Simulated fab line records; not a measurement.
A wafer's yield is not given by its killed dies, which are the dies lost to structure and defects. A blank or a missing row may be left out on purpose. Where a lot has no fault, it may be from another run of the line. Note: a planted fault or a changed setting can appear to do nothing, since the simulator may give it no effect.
Which tool was responsible? ; flow nand_harc ; 12 lots, 36 wafers sampled, at 5 steps of a route of 1302

== WHAT THE GAUGES READ, wafer by wafer ==
NHARC_END_SORT_01.
lot;measured;on;killed_at_array;killed_at_other;killed_at_periphery;killed_dies;killed_open;killed_short
L544;day 30 01:56;prober-02;675 669 673;0 1 0;2 7 4;677 677 677;3 7 4;3 2 5
L543;day 30 11:25;prober-01;674 673 674;1 1 0;2 3 3;677 677 677;1 3 7;1 2 4
L547;day 30 19:19;prober-02;668 672 672;3 1 1;6 4 4;677 677 677;3 4 5;2 2 1

== WHICH TOOL RAN EACH LOT (tool, then ch and the chambers of the sampled wafers, then the start) ==
lot;NHARC_A_STAIRCASE_STRIP_205;NHARC_A_STAIRCASE_TRIM_222;NHARC_A_STAIRCASE_ETCH_234;NHARC_A_STAIRCASE_ETCH_236
L530;plasma_asher-02 ch 0,1, day 15 17:37;rie_diel-05 ch 2,3, day 16 00:01 or earlier;rie_diel-10 ch 0,1,2, day 16 00:01 or earlier;rie_diel-10 ch 0,2,3, day 16 00:01
L531;plasma_asher-01 ch 0,1, day 16 08:41;rie_diel-04 ch 0,1,2, day 16 12:22 or earlier;rie_diel-04 ch 1,2,3, day 16 12:22 or earlier;rie_diel-04 ch 0,3, day 16 12:22
L532;plasma_asher-01 ch 0, day 16 19:19;rie_diel-10 ch 1,3, day 16 22:53 or earlier;rie_diel-05 ch 0,2, day 16 22:53 or earlier;rie_diel-05 ch 1,3, day 16 22:53
L533;plasma_asher-01 ch 0,1, day 17 14:43;rie_diel-05 ch 1,2,3, day 17 18:11 or earlier;rie_diel-05 ch 0,1,2, day 17 18:11 or earlier;rie_diel-05 ch 1,2, day 17 18:11
L536;plasma_asher-01 ch 0,1, day 18 02:51;rie_diel-04 ch 0,2,3, day 18 07:58 or earlier;rie_diel-04 ch 0,2,3, day 18 07:58 or earlier;rie_diel-04 ch 0,2, day 18 07:58
L535;plasma_asher-01 ch 0,1, day 18 03:44;rie_diel-04 ch 0,1,3, day 18 08:56 or earlier;rie_diel-10 ch 0,2,3, day 18 08:56 or earlier;rie_diel-10 ch 0,1,3, day 18 08:56
L537;plasma_asher-02 ch 0,1, day 18 15:05;rie_diel-05 ch 1,2, day 18 19:14 or earlier;rie_diel-04 ch 0,2,3, day 18 19:14 or earlier;rie_diel-04 ch 0,1,3, day 18 19:14
L544;plasma_asher-01 ch 0,1, day 21 18:38;rie_diel-10 ch 0,2, day 22 01:24 or earlier;rie_diel-10 ch 0,2,3, day 22 01:24 or earlier;rie_diel-10 ch 0,3, day 22 01:24
L545;plasma_asher-02 ch 0, day 21 18:48;rie_diel-04 ch 1,2,3, day 21 22:27 or earlier;rie_diel-04 ch 0,1,3, day 21 22:27 or earlier;rie_diel-04 ch 0,1, day 21 22:27
L543;plasma_asher-02 ch 0,1, day 21 21:21;rie_diel-05 ch 0,2,3, day 22 01:16 or earlier;rie_diel-05 ch 0,2,3, day 22 01:16 or earlier;rie_diel-05 ch 2,3, day 22 01:16
L547;plasma_asher-02 ch 0,1, day 22 16:06;rie_diel-05 ch 0,2,3, day 22 19:57 or earlier;rie_diel-05 ch 1,2, day 22 19:57 or earlier;rie_diel-05 ch 0,1,2, day 22 19:57
L546;plasma_asher-02 ch 0,1, day 22 17:30;rie_diel-04 ch 2,3, day 22 20:51 or earlier;rie_diel-04 ch 1,2,3, day 22 20:51 or earlier;rie_diel-04 ch 0,3, day 22 20:51
- NHARC_A_STAIRCASE_STRIP_205: strips in O2.
- NHARC_A_STAIRCASE_TRIM_222: chemistry O2, time 211.2 s.
- NHARC_A_STAIRCASE_ETCH_234: etches the open film in C4F8/O2, target depth 100 nm, time 40.5 s.
- NHARC_A_STAIRCASE_ETCH_236: etches the open film in C4F8/O2, target depth 100 nm, time 40.5 s.

== AS READ BY THE TOOLS THEMSELVES (means over the sampled wafers that have a number; for cases with no such wafer, the mark the record gives instead) ==
NHARC_A_STAIRCASE_STRIP_205.
lot;tool;drypump_motor_current_A (A);heater_power_w (W)
L530;plasma_asher-02;6.06;402
L531;plasma_asher-01;5.57;319
L532;plasma_asher-01;5.67;359
L533;plasma_asher-01;5.58;326
L536;plasma_asher-01;5.57;321
L535;plasma_asher-01;5.58;325
L537;plasma_asher-02;6.09;399
L544;plasma_asher-01;5.57;320
L545;plasma_asher-02;6.08;418
L543;plasma_asher-02;6.09;411
L547;plasma_asher-02;6.08;398
L546;plasma_asher-02;6.08;406

NHARC_A_STAIRCASE_TRIM_222.
lot;tool;drypump_motor_current_A (A);o2_flow_sccm (sccm);oes_product_au (a.u.);rf_vpp_V (V);showerhead_plenum_p_Torr (Torr);throttle_valve_pct (%)
L530;rie_diel-05;5.7;500.2;0.987;58.1;3.68;17.044
L531;rie_diel-04;5.9;501.0;1.000;58.2;3.42;17.036
L532;rie_diel-10;5.8;501.0;0.984;58.2;3.57;17.041
L533;rie_diel-05;5.5;499.2;0.996;57.7;3.56;17.026
L536;rie_diel-04;5.9;499.8;1.012;57.4;3.42;17.044
L535;rie_diel-04;6.1;501.6;1.011;57.3;3.52;17.034
L537;rie_diel-05;5.4;499.2;1.009;57.5;3.45;17.042
L544;rie_diel-10;5.7;499.3;1.009;57.3;3.28;17.038
L545;rie_diel-04;6.3;501.6;1.018;58.1;3.50;17.029
L543;rie_diel-05;5.6;496.8;0.994;58.4;3.59;17.040
L547;rie_diel-05;5.7;499.8;1.003;57.4;3.59;17.031
L546;rie_diel-04;6.1;500.1;1.024;57.7;3.40;17.027

NHARC_A_STAIRCASE_ETCH_234.
lot;tool;bias_w (W);chamber_pressure_mTorr (mTorr);oes_product_au (a.u.);rf_vpp_V (V)
L530;rie_diel-10;998;24.997;0.924;893
L531;rie_diel-04;998;24.976;0.955;897
L532;rie_diel-05;1002;25.001;0.952;898
L533;rie_diel-05;999;25.013;0.943;895
L536;rie_diel-04;1001;24.994;0.948;891
L535;rie_diel-10;1001;25.017;0.921;890
L537;rie_diel-04;998;25.000;0.965;892
L544;rie_diel-10;998;24.984;0.938;890
L545;rie_diel-04;1000;24.973;0.951;894
L543;rie_diel-05;1002;24.998;0.942;898
L547;rie_diel-05;999;25.003;0.955;892
L546;rie_diel-04;1002;25.002;0.952;895

NHARC_A_STAIRCASE_ETCH_236.
lot;tool;bias_w (W);chamber_pressure_mTorr (mTorr);oes_product_au (a.u.);rf_vpp_V (V)
L530;rie_diel-10;1001.8;25.005;0.931;890
L531;rie_diel-04;998.1;25.020;0.954;895
L532;rie_diel-05;1002.2;24.998;0.940;898
L533;rie_diel-05;1000.5;25.000;0.949;894
L536;rie_diel-04;1000.8;24.982;0.950;888
L535;rie_diel-10;1002.0;25.006;0.946;893
L537;rie_diel-04;1001.6;25.009;0.945;895
L544;rie_diel-10;-;-;-;-
L545;rie_diel-04;999.6;25.018;0.947;895
L543;rie_diel-05;-;-;-;-
L547;rie_diel-05;-;-;-;-
L546;rie_diel-04;1000.0;25.005;0.944;894

== THE ANSWER, worked out from the rows above alone ==
Rule: usual is defined by the lots themselves. Put in order of their means at a reading, lots are off if they are a third of the lots or fewer, leave a main group of 4 or more, and stand apart from it by a gap of 3 or more times the standard deviation of the main group's means; of several such gaps the widest counts. The tables above print the reading to a certain number of digits; a main group whose means all agree to those digits is not used. A lot without any number at a reading at which 4 lots or more have one is off too. Any other lot the step has rows for is counted as sound. The gauges are gone through in route order, then the tools' own readings, and for those a lot's mean is taken as printed above. The first step at which some lot is off is used, and at that step the reading that is off furthest; a lot without a number counts as furthest.
Off at NHARC_A_STAIRCASE_ETCH_236 (bias_w): L544, L543, L547. Without a number there: L544, L543, L547. Mean 1000.7 W and standard deviation 1.3 in the main group.
If a tool, at that step or one of the process steps before it, ran each lot that is off and ran no sound lot following the first of them, it fits. With no start given for some of its lots, NHARC_A_STAIRCASE_TRIM_222 uses the hours and lot order of NHARC_A_STAIRCASE_ETCH_236. With no start given for some of its lots, NHARC_A_STAIRCASE_ETCH_234 uses the hours and lot order of NHARC_A_STAIRCASE_ETCH_236. Not one of the candidates tried fits.

== WHAT HAD BEEN PUT IN BY THE SIMULATOR ==
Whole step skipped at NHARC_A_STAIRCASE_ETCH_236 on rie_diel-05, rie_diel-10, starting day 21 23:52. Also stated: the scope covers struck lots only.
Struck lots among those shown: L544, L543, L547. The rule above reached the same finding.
